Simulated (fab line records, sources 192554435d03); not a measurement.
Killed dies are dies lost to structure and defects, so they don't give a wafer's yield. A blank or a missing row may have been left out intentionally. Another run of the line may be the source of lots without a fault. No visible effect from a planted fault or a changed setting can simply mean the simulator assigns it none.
Problem report, 8D (eight disciplines) form, completed by code | flow n5Finfet | the parts of the form that need people (team, actions taken, sign-off) are left out

## 1. WHAT IS WRONG
spinSpeedRpm at N5_MOL_CONTACT_COAG_COAT_62 reads a mean of 1396.4 rpm on 6 wafers of 2 lots; wafers without a fault read 1500.0 rpm with a standard deviation of 0.99. That is -99 or more standard deviations from the usual mean.
The step: time 60 s, resist thk 60 nm.
Seen first at day 7 12:13 on lithoTrack-02, wafer L711.3. At this step, 12 wafers from 4 lots have a number in the record. Rule for "out" (also "out of limits"): further than 4 standard deviations from the usual mean. All remaining wafers that have a number are taken as sound.

## 2. WHAT IT IS, AND WHAT IT ISN'T
question                    | is                     | is not
which readings at this step | spinSpeedRpm           | -
which lots                  | L711, L715             | L723, L724
which wafers of those lots  | all that have a number | -
read on which tools         | lithoTrack-02          | lithoTrack-03
when                        | from day 7 12:13       | up to then (0 sound wafers); but 6 sound wafers of L723, L724 came after

## 3. SUSPECTS, AND WHAT RULES EACH OUT
Counting: a tool at a process step up to the reading stays a suspect if it ran every lot that is out and no sound lot after the first of them.
- lithoTrack-02 at N5_MOL_CONTACT_COAG_COAT_62 (time 60 s, resist thk 60 nm): ruled out as a lasting fault. After its first lot that is out, L711 (day 7 12:13), sound lots L724 ran on it.
Left after counting: nothing in the record.

## 4. THE CAUSE (what the simulator had put in)
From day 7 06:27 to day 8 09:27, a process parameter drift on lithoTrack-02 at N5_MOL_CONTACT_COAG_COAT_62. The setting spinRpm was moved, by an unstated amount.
Counting ruled it out, wrongly.

## 5. THE EFFECT CHAIN, in route order
Each row: a reading where the mean over the struck wafers with a number is more than 3 standard deviations away from the usual. Only readings for which the record gives a usual standard deviation are gone through. hours: the time from each lot's start at the first step in this table that gives one to its start at this step, as a median over the lots. sigmas: the change in usual standard deviations.
hours | step                        | reading      | usual      | on struck wafers | change | sigmas
0     | N5_MOL_CONTACT_COAG_COAT_62 | spinSpeedRpm | 1500.0 rpm | 1396.4           | -103.6 | -99 or more
Here are the process steps it includes:
- N5_MOL_CONTACT_COAG_COAT_62: time 60 s, resist thk 60 nm.
Later steps that measure or inspect, where all struck wafers having a row at the step show a number for every such reading and not one has moved that far: N5_BEOL_M4_RC_MEAS_101.

## 6. WHAT WOULD HAVE CAUGHT IT SOONER
6 hours passed between the start of the fault at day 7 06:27 and the first reading out of limits in this record, taken at day 7 12:13.
